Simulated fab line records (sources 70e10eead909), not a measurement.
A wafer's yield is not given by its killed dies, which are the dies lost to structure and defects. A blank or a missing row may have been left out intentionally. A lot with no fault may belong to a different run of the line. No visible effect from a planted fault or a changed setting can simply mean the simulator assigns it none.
Comparing a struck lot with a sound one / flow nand_harc / 18 steps out of a route of 1302
Sound: wafers L391.1, L391.3, L391.6. Wafers struck: L393.1, L393.3, L393.4. The cause is given at the end.
Per side, at each step with rows, come the tool, then ch with its chambers, and then its first start. Under that, the readings that differ: sound wafers / struck wafers / difference of the means / sigmas: that difference in standard deviations of wafers without a fault.
alike: readings whose means differ by less than 2 such deviations, and words and numbers that are the same on both sides. not compared: withheld readings, readings that some wafer has no value for, bounds like >300 that may hide the same value, and numbers for which the record gives no deviation and whose values overlap.
Wherever a step has rows on one side only, a row that says differs or no value, or a row with sigmas, the two part there. Numbers that have no deviation but don't overlap get no sigmas and don't part them. A reading missing from all wafers of one side parts the sides only when that side holds two or more wafers.

NHARC_P_ZERO_WELL_CD_MEAS_24: target cd 720 nm.
  sound on cd_sem-01 ch 0, day 4 10:29; struck on cd_sem-03 ch 0, day 5 06:41
  alike: cd_nm
then, 1 step without rows for these wafers: NHARC_P_ZERO_WELL_HARDBAKE_25 (time 80 s).
NHARC_P_ZERO_WELL_DESCUM_26: chemistry O2, time 3 s.
  sound on rie_diel-10 ch 0,1, day 4 10:38; struck on rie_diel-04 ch 0,1,2, day 5 06:52
  alike: drypump_motor_current_A, oes_product_au, rf_vpp_V, showerhead_plenum_p_Torr, throttle_valve_pct
  not compared: rf_hours_counter_h
then, 9 steps without rows for these wafers: NHARC_P_ZERO_WELL_IMPLANT_27; NHARC_P_ZERO_WELL_IMPLANT_57; NHARC_P_ZERO_WELL_IMPLANT_58; NHARC_P_ZERO_WELL_STRIP_28 (strips in SPM, time 840 s); NHARC_P_ZERO_WELL_DEHYDRATE_29 (time 120 s); NHARC_P_ZERO_WELL_HMDS_30 (time 30 s); NHARC_P_ZERO_WELL_COAT_31; NHARC_P_ZERO_WELL_SOFTBAKE_32 (time 95 s); NHARC_P_ZERO_WELL_EBR_33.
NHARC_P_ZERO_WELL_EXPOSE_34: exposes mask P PWELL, target cd 720 nm.
  sound on krf_scanner-02 ch 0, day 4 11:58; struck on krf_scanner-02 ch 0, day 5 08:10
reading=mask; sound=P_PWELL#0 P_PWELL#0 P_PWELL#0; struck=P_NWELL#0 P_NWELL#0 P_NWELL#0; difference=differs; sigmas=
then, 2 steps without rows for these wafers: NHARC_P_ZERO_WELL_PEB_35 (peb time 85 s); NHARC_P_ZERO_WELL_DEVELOP_36 (time 70 s).
NHARC_P_ZERO_WELL_CD_MEAS_37: target cd 720 nm.
  sound on cd_sem-02 ch 0, day 4 12:07; struck on cd_sem-02 ch 0, day 5 08:20
reading=cd_nm (nm); sound=723.1 717.9 721.3; struck=- - -; difference=no value on the struck wafers; sigmas=
then, 1 step without rows for these wafers: NHARC_P_ZERO_WELL_HARDBAKE_38 (time 80 s).
-- break in the record here, with 22 days between the starts of the struck wafers on either side (left off in module P_ZERO_WELL, picked up again in module END, where the first step shown is number 1302 on the route) --
NHARC_END_SORT_01:
  only the struck wafers appear in the record here, on prober-02 ch 0 at day 27 18:50; the sound ones have no rows

WHERE THEY PART
At NHARC_P_ZERO_WELL_EXPOSE_34 first; at NHARC_END_SORT_01 last (within this record only).

WHY: what had been put in by the simulator
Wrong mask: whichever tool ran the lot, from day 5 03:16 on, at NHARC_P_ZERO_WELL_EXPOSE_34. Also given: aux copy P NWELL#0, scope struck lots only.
